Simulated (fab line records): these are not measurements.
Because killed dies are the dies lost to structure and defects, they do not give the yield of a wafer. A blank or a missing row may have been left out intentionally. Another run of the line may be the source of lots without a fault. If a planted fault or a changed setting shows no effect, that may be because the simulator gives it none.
fab line records	flow n5-finfet
[record] lots = 4	wafers = 12	last-day = 16
route steps=1938 shown MOL_CONTACT_COAG@529 PASSIVATION@1936
lots untouched by any fault: they come from a run of this same line in which no faults occurred
start-h: the number of hours between the record's first day and the start of the first shown wafer of the lot	wait-h: hours from the lot's prior step to this one	" repeats the value in the row above	L1.1+2: one row covering several wafers at once	- no value present, or no start provided	* or withheld: withheld	< > ~ a bound
route shown NAME@n: a module of which the file shows steps, and the number in the route of the first	usual: the fault-free wafers' mean and standard deviation	same: alike in all rows	chamber/n: place in a boat	sites: the reading at each site	_std_site: standard deviation of those values	_edge_site: inner sites' mean taken away from outer sites' mean	radius-mm: how far each site lies from the wafer's centre	mask NAME#n: copy n	behind: tool/chamber where the wafer was last shaped	hold: what put the lot on hold/how long, in hours/how the hold closed	device: names the non-switching transistor (n, p or np)	end of line: the tests these same wafers got at the end of their route	step lacking rows: just its recipe	killed: dies that structure and defects cost at the first sort, which is not the same as the wafer's yield	map: shows each die of a wafer: x if killed, . if not, _ if none is there
set.NAME: the setting that was run; set.NAME@STEP: the one run at that earlier step	model.NAME: the simulator's own value behind a step, which no gauge read
lots seen at some steps along the route; tables by step, rows by wafer
services: the hour from which a tool's chamber was out of use, counted from the record's first day as start-h (under 0 if before that day), plus the number of hours and why
[[steps]]
[step N5_MOL_CONTACT_COAG_DESCUM_13]
[recipe] chemistry = O2	time-s = 7	source-power-w = 50	bias-power-w = 20	pressure-mtorr = 20	rf-frequency-hz = 2.712e+07	temp-c = 40	resist = CAR-EUV	o2-flow-sccm = 225
[step N5_MOL_CONTACT_COAG_ETCH_59]
[recipe] chemistry = N2/H2	target = underlayer	target-depth-a = 130	mask-material = CAR-EUV	time-s = 10.4	ion-energy-ev = 200	pressure-mtorr = 30	source-w = 840	bias-w = 150	n2-flow-sccm = 200	h2-flow-sccm = 200	ends = cleared
[step N5_MOL_CONTACT_COAG_ETCH_105]
[recipe] chemistry = CF4	target = SiARC	target-depth-a = 156	mask-material = CAR-EUV	time-s = 26	ion-energy-ev = 80	pressure-mtorr = 40	source-w = 545	bias-w = 36	Ar_flow_sccm = 100	cf4-flow-sccm = 100	ends = cleared
[step N5_MOL_CONTACT_COAG_ETCH_106]
[recipe] chemistry = N2/H2	target = SOC	target-depth-a = 800	overetch-a = 160	mask-material = SiARC	temp-c = 40	time-s = 120	ion-energy-ev = 200	pressure-mtorr = 30	source-w = 840	bias-w = 150	n2-flow-sccm = 200	h2-flow-sccm = 200
[step N5_MOL_CONTACT_COAG_STRIP_107]
[recipe] chemistry = N2/H2	temp-c = 40	n2-flow-sccm = 200	h2-flow-sccm = 200	rf-frequency-hz = 6e+07
[step N5_MOL_CONTACT_COAG_STRIP_108]
[recipe] chemistry = N2/H2	temp-c = 40	n2-flow-sccm = 200	h2-flow-sccm = 200	rf-frequency-hz = 6e+07
[step N5_MOL_CONTACT_COAG_CONTACT_ETCH_14]
[recipe] chemistry = C4F6/O2	target = SiO2	target-depth-a = 275	overetch-a = 85	mask-material = SOC	pressure-mtorr = 30	source-w = 370	bias-w = 185	Ar_flow_sccm = 300	C4F6_flow_sccm = 16	O2_flow_sccm = 10	time-s = 20	ion-energy-ev = 259.6
[step N5_MOL_CONTACT_COAG_STRIP_109]
[recipe] chemistry = C4F6/O2	resist = SiARC	rf-frequency-hz = 6e+07
[step N5_MOL_CONTACT_COAG_ETCH_15]
[recipe] chemistry = CH3F/O2	target = SiNx	target-depth-a = 70	mask-material = SOC	stop-on = Si:P	over-etch-frac = 0.75	ion-energy-ev = 120	pressure-mtorr = 30	source-w = 395	bias-w = 73	Ar_flow_sccm = 150	CH3F_flow_sccm = 30	O2_flow_sccm = 20
[step N5_MOL_CONTACT_COAG_ETCH_110]
[recipe] chemistry = CF4/O2	target = Si	target-depth-a = 25	time-s = 8	pressure-mtorr = 100	source-w = 200	bias-w = 12	ion-energy-ev = 60	Ar_flow_sccm = 100	cf4-flow-sccm = 100	O2_flow_sccm = 10
[step N5_MOL_CONTACT_COAG_STRIP_98]
[recipe] chemistry = N2/H2	power-w = 500	temp-c = 40	pressure-mtorr = 50	rf-frequency-hz = 6e+07	overash-fraction = 0.3	bias-power-w = 8	h2-frac = 0.5	n2-flow-sccm = 300	h2-flow-sccm = 300
[usual] chamber-pressure-mTorr = 50.00/0.082	drypump-motor-current-A = 5.6/0.55	oes-product-au = 0.77/0.071	rf-vpp-V = 54.1/1.5	showerhead-plenum-p-Torr = 3.40/0.096	throttle-valve-pct = 18.84/0.29
lot.wafer	tool	chamber	start-h	wait-h	chamber-pressure-mTorr	drypump-motor-current-A	oes-product-au	rf-hours-counter-h	rf-vpp-V	showerhead-plenum-p-Torr	throttle-valve-pct
L699.4	rie-diel-06	2	88.38	0.0	50.01	6.7	0.72	198	54.0	3.46	18.58
L699.5	"	3	"	"	50.16	5.8	0.76	-	53.5	3.37	18.97
L699.6	"	0	"	"	49.94	5.0	0.92	-	53.2	3.30	18.66
L702.2	rie-diel-01	2	105.52	0.0	50.00	6.1	0.76	161	52.0	3.50	19.19
L702.4	"	0	"	"	50.03	5.2	0.86	34	56.5	3.26	18.51
L702.6	"	3	"	"	49.81	5.3	0.74	-	54.2	3.46	19.08
L718.1	rie-diel-06	3	204.18	0.0	50.09	5.8	0.72	170	52.4	3.35	19.05
L718.2	"	0	"	"	49.94	4.9	0.84	55	52.3	3.28	18.71
L718.4	"	1	"	"	50.14	5.2	0.74	158	53.7	3.34	18.39
L719.1	rie-diel-06	0	209.25	0.0	50.01	4.9	0.85	56	52.4	3.28	18.72
L719.3	"	1	"	"	50.02	5.2	0.74	159	55.6	3.34	18.38
L719.4	"	2	"	"	49.99	6.6	0.69	237	54.3	3.43	18.66
[step N5_MOL_CONTACT_COAG_IMPLANT_129]
[recipe] species = Ge	energy-kev = 3	dose-cm2 = 6e+14	tilt-deg = 0	rotation-deg = 0
[step N5_MOL_CONTACT_COAG_PRECLEAN_111]
[recipe] chemistry = NF3:NH3	afs-cycles = 1	temp-c = 30	time-s = 20	sublimation-temp-c = 180	sublimation-time-s = 60	pressure-torr = 3	rf-power-w = 30
[step N5_MOL_CONTACT_COAG_TI_SIL_19]
[recipe] material = Ti	target-thk-a = 42	temp-c = 200	chamber-pressure-pa = 5	power-w = 5000	time-s = 15
[step N5_MOL_CONTACT_COAG_ALD_20]
[recipe] material = TiN	target-thk-a = 15	temp-c = 400	ald-precursor-family = TiCl4	ald-co-reactant = NH3	pulse-time-s = 1	purge-time-s = 3	co-reactant-purge-time-s = 2	co-reactant-pulse-time-s = 2	ald-cycles = 68	pressure-torr = 3
[step N5_MOL_CONTACT_COAG_SIL_ANNEAL_21]
[recipe] temp-c = 550	time-s = 60	ambient = N2
[step N5_MOL_CONTACT_COAG_PRE_CLEAN_141]
[recipe] gas = H2/He	time-s = 60	temp-c = 300
[step N5_MOL_CONTACT_COAG_SPUTTER_143]
[recipe] material = Co	target-thk-a = 25	temp-c = 25	chamber-pressure-pa = 0.2
[step N5_MOL_CONTACT_COAG_CO_FILL_22]
[recipe] material = Co	target-thk-a = 200	temp-c = 200	precursor = CCTBA/H2	pressure-torr = 30
[step N5_MOL_CONTACT_COAG_ANNEAL_113]
[recipe] temp-c = 400	time-s = 300	ambient = H2/N2
[step N5_MOL_CONTACT_COAG_PRE_CLEAN_142]
[recipe] gas = H2/He	time-s = 60	temp-c = 300
[step N5_MOL_CONTACT_COAG_SPUTTER_130]
[recipe] material = Co	target-thk-a = 475	temp-c = 25	chamber-pressure-pa = 0.5	power-w = 3000
[step N5_MOL_CONTACT_COAG_PRECLEAN_125]
[recipe] chemistry = DIW	time-s = 57.5	temp-c = 23
[step N5_MOL_CONTACT_COAG_SRD_126]
[recipe] dry-time-s = 32	dry = n2-spin	spin-rpm = 1500
[step N5_MOL_CONTACT_COAG_CMP_23]
[recipe] stop-on = SiO2	t-overpolish-s = 1.5	post-cmp-clean = cu-alkaline	down-force-psi = 2	platen-rpm = 50.289	pad-velocity-m-s = 1.0006	target-thk-nm = 0
[step N5_MOL_CONTACT_COAG_WET_ETCH_26]
[recipe] target = Co	target-depth-nm = 13
[step N5_MOL_CONTACT_COAG_WET_ETCH_116]
[recipe] chemistry = SC1-inhibited	target-depth-nm = 4.6	dry = ipa-marangoni	rinse-time-s = 30	rinse-temp-c = 23
[step N5_MOL_CONTACT_COAG_ALD_27]
[recipe] material = SiOC	target-thk-a = 170	temp-c = 400	ald-precursor-family = carbosiloxane	ald-co-reactant = H2-plasma	pulse-time-s = 1.5	time-s = 2720	purge-time-s = 2	co-reactant-purge-time-s = 2	ald-cycles = 340	pressure-torr = 2
[step N5_MOL_CONTACT_COAG_CMP_28]
[recipe] stop-on = SiNx	t-overpolish-s = 0.85	post-cmp-clean = alkaline-brush	down-force-psi = 4.15	platen-rpm = 51.8	pad-velocity-m-s = 1.0307	target-thk-nm = 14.522
[step N5_MOL_CONTACT_COAG_ALD_123]
[recipe] material = SiNx	target-thk-a = 50	temp-c = 400	ald-precursor-family = SiH2I2	ald-co-reactant = N2/H2-plasma	pulse-time-s = 1	purge-time-s = 2	co-reactant-purge-time-s = 2	ald-cycles = 100	pressure-torr = 2
[step N5_MOL_CONTACT_COAG_PECVD_31]
[recipe] material = SiO2	target-thk-a = 460	temp-c = 400	precursor = TEOS/O2	pressure-torr = 6.5	rf-w = withheld	teos-flow-sccm = withheld	gas = O2	flow-sccm = 2650	time-s = 8.9
[step N5_MOL_CONTACT_COAG_COAT_75]
[recipe] resist = SOC	temp-c = 250	time-s = 60	spin-rpm = 1500	resist-thk-nm = 60
[step N5_MOL_CONTACT_COAG_COAT_76]
[recipe] resist = SiARC	temp-c = 220	time-s = 60	spin-rpm = 1500	resist-thk-nm = 10
[step N5_MOL_CONTACT_COAG_COAT_77]
[recipe] resist = underlayer	temp-c = 205	time-s = 60	spin-rpm = 1500	resist-thk-nm = 10
[step N5_MOL_CONTACT_COAG_COAT_78]
[recipe] resist = CAR-EUV	spin-rpm = 1500	resist-thk-nm = 40
[step N5_MOL_CONTACT_COAG_EBR_80]
[recipe] solvent = PGMEA	ebr-width-mm = 1.5
[step N5_PASSIVATION_PROBE_49]
[usual] defect-limited-yield = 91.3/1.5	killed_at_M0_to_M3 = 33/12	killed_at_M4_up = 13/5.2	killed-at-contacts = 13/6.7	killed-at-front-end = 40/11	killed-at-other = 4.1/2.7	killed-dies = 103/17	killed-on-rim = 14/4.2	killed-open = 69/13	killed-short = 33/8.4	sort_bin_5_function = 5.1/1	sort_bin_6_memory = 3.2/0.62	sort-n-pass = 1077/17	sort-yield-pct = 91.3/1.5
[same] gross-dies = 1180	killed-at-back-side = 0	sort_bin_4_leakage[%] = 0	sort_bin_8_speed[%] = 0
lot.wafer	tool	chamber	start-h	wait-h	defect-limited-yield[%]	killed_at_M0_to_M3	killed_at_M4_up	killed-at-contacts	killed-at-front-end	killed-at-other	killed-dies	killed-on-rim	killed-open	killed-short	sort_bin_5_function[%]	sort_bin_6_memory[%]	sort-n-pass	sort-yield-pct[%]
L719.1	prober-01	-	394.70	0.3	83.8	19	5	131	33	3	191	25	53	16	10.0	3.9	989	83.8
L719.3	prober-01	-	394.80	0.4	84.0	18	16	129	23	3	189	34	48	21	9.2	3.6	991	84.0
L719.4	prober-01	-	394.85	0.4	80.3	29	7	157	35	4	232	31	73	26	12.6	4.0	948	80.3
L718.1	prober-01	-	395.00	0.0	84.1	25	8	98	52	5	188	29	58	42	9.5	3.4	992	84.1
L718.2	prober-01	-	395.05	0.1	81.1	26	6	145	39	7	223	33	54	34	9.7	5.3	957	81.1
L718.4	prober-01	-	395.15	0.2	81.9	28	14	123	46	2	213	34	74	31	11.4	4.0	967	81.9
// killed by level:class
L719.1 MOL_CONTACT_COAG:unspecified=120 MOL_CONTACT_COAG:geometric-particle:open=10 BEOL_M2:geometric-particle:open=8 STI_FIN_REVEAL:geometric-particle:open=6 DUMMY_GATE:geometric-particle:open=5 BEOL_M3:geometric-particle:open=5 STARTING-WAFER:geometric-particle:open=5 GATE_CUT:geometric-particle:short=4
L719.3 MOL_CONTACT_COAG:unspecified=119 MOL_CONTACT_COAG:geometric-particle:open=8 STI_FIN_REVEAL:geometric-particle:open=5 BEOL_M0_SAQP:geometric-particle:short=5 BEOL_M0_SAQP:geometric-particle:open=4 BEOL_M5:geometric-particle:open=4 STARTING-WAFER:geometric-particle:short=4 GATE_CUT:geometric-particle:short=3
L719.4 MOL_CONTACT_COAG:unspecified=130 MOL_CONTACT_COAG:geometric-particle:open=24 BEOL_M2:geometric-particle:open=7 BEOL_M1:geometric-particle:open=6 FIN_SAQP:geometric-particle:open=5 BEOL_M3:geometric-particle:open=5 STI_FIN_REVEAL:geometric-particle:open=4 SPACER0:geometric-particle:short=4
L718.1 MOL_CONTACT_COAG:unspecified=86 FIN_SAQP:geometric-particle:open=12 MOL_CONTACT_COAG:geometric-particle:open=11 FIN_SAQP:geometric-particle:short=10 GATE_CUT:geometric-particle:short=10 DUMMY_GATE:geometric-particle:open=7 BEOL_M0_SAQP:geometric-particle:short=6 BEOL_M1:geometric-particle:open=5
L718.2 MOL_CONTACT_COAG:unspecified=130 MOL_CONTACT_COAG:geometric-particle:open=11 DUMMY_GATE:geometric-particle:open=6 FIN_SAQP:geometric-particle:open=5 STI_FIN_REVEAL:geometric-particle:open=5 BEOL_M1:geometric-particle:short=5 GATE_CUT:geometric-particle:short=4 BEOL_M2:geometric-particle:open=4
L718.4 MOL_CONTACT_COAG:unspecified=106 MOL_CONTACT_COAG:geometric-particle:open=14 BEOL_M2:geometric-particle:open=9 FIN_SAQP:geometric-particle:short=6 DUMMY_GATE:geometric-particle:open=6 ILD0:geometric-particle:short=6 ILD0:geometric-particle:open=6 BEOL_M1:geometric-particle:open=6
// map L718.2 (x killed, . not)
_________________.....x....x.________________
______________.......x.........._____________
___________.............x..........__________
__________.........................._________
________x............................._______
_______............x.x.........x.....x.______
______x...............x..........x......_____
_____..x.x..........x..........x.........____
____..........x...........x...............___
___.............x..........................__
___...................x....................__
__.............................x............_
__..xx....x.........x....x.............x...._
_........x........................x.......x..
_............................................
_..x...x....x....x.....x........x............
_......x...x..x.......x............x..x.x.x.x
_.......x....x............x..................
_...xx..x.xxxx...............................
_...xxxxxxxx..xx.x...x................x...xx.
_xxxxxxxxxxxxxxx......x...x.........x.x......
__x.xxxxxxxxxx.........x...xx...x..x.......x_
__xxxxxxxxxxxxxx.x......x.......x.....x....._
___xxxxxxxxxxxx.x..........................__
___xxxxxxxxxxxxxxx...........x.............__
____xxxxxxxxxxx.x..................x......___
_____xxxxxxxxxxx............xx...........____
______xxxxxxxxxx..................x....._____
_______xxxxxx....x.x.....x...x..x......______
________xxxx..........xx......x....xx._______
__________x.x...xx..x......x......x._________
___________.x...x......x......x...x__________
______________.................x_____________
_________________............________________
// map L719.4 (x killed, . not)
_________________............________________
______________..............x..._____________
___________.....x.....x............__________
__________.....x.....x...x.........x_________
________................x..x....x.x..._______
_______...............x................______
______......x..xxx......................_____
_____x.........x.......x..xx......x......____
____x.........xx..........................___
___...........x................x...........__
___.x.x......x.x....x...........x..........__
__..........x..............................._
__.......................x......x......x...._
_..........................x................x
_.x...x....xx.........x....................xx
_x....xx...x.......x........x...........x....
_...xxxxxx.x..x..............................
_.xxxxxxxxxxxxx...............x.x..x.........
_xxxxxxxxxxxxxx.x..x...........x.............
_xxxxxxxxxxxxxx..x.x..xx..........x..........
_xxxxxxxxxxxxxxxx........x....x........x.....
__xxxxxxxxxxxxx.x....................x.x...x_
__xxxxxxxxxxxxxx..........x........x...x...._
___xxxxxxxxxxx.........x....x....x.........__
___xxxxxxxxxxx....x.....x................x.__
____xxxxxxx.xxx...........................___
_____xxxxx.x..x.....x................xx.x____
______.xx.x............................._____
_______x....x...x..x.x..............x..______
________...x.......x......x..........._______
__________.........................._________
___________........................__________
______________..x..............._____________
_________________....xx....xx________________
[[services]]
tool	chamber	start-h	hours	kind
rie-diel-06	3	73.64	6.6	repair
rie-diel-06	1	116.06	7.0	repair
rie-diel-01	1	140.38	-	clean
rie-diel-01	1	140.38	-	consumable-replace:focus-ring
rie-diel-01	1	140.38	15.4	scheduled-down
rie-diel-01	1	140.38	15.4	vent-cycle
rie-diel-01	1	194.65	3.8	repair
[[key]]
[first-sign] step = N5_PASSIVATION_PROBE_49	reading = killed-at-contacts	direction = up	sigmas = 17	usual = 13	struck = 130
[effect] step = N5_PASSIVATION_PROBE_49	reading = killed-dies	direction = up	sigmas = 6	usual = 103	struck = 206
[more-kills-born-at] N5_MOL_CONTACT_COAG_STRIP_98@rie-diel-06 = 689
met-at N5_MOL_CONTACT_COAG_STRIP_98
struck-wafers L718.1,L718.2,L718.4,L719.1,L719.3,L719.4
onset-between 88.38 204.18
also-fits time
[fault] kind = chamber-particle-source	tool = rie-diel-06	chamber = -	onset-h = 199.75	steps = N5_MOL_CONTACT_COAG_STRIP_98	rate-per-visit-cm2 = 1.377	end-h = 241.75
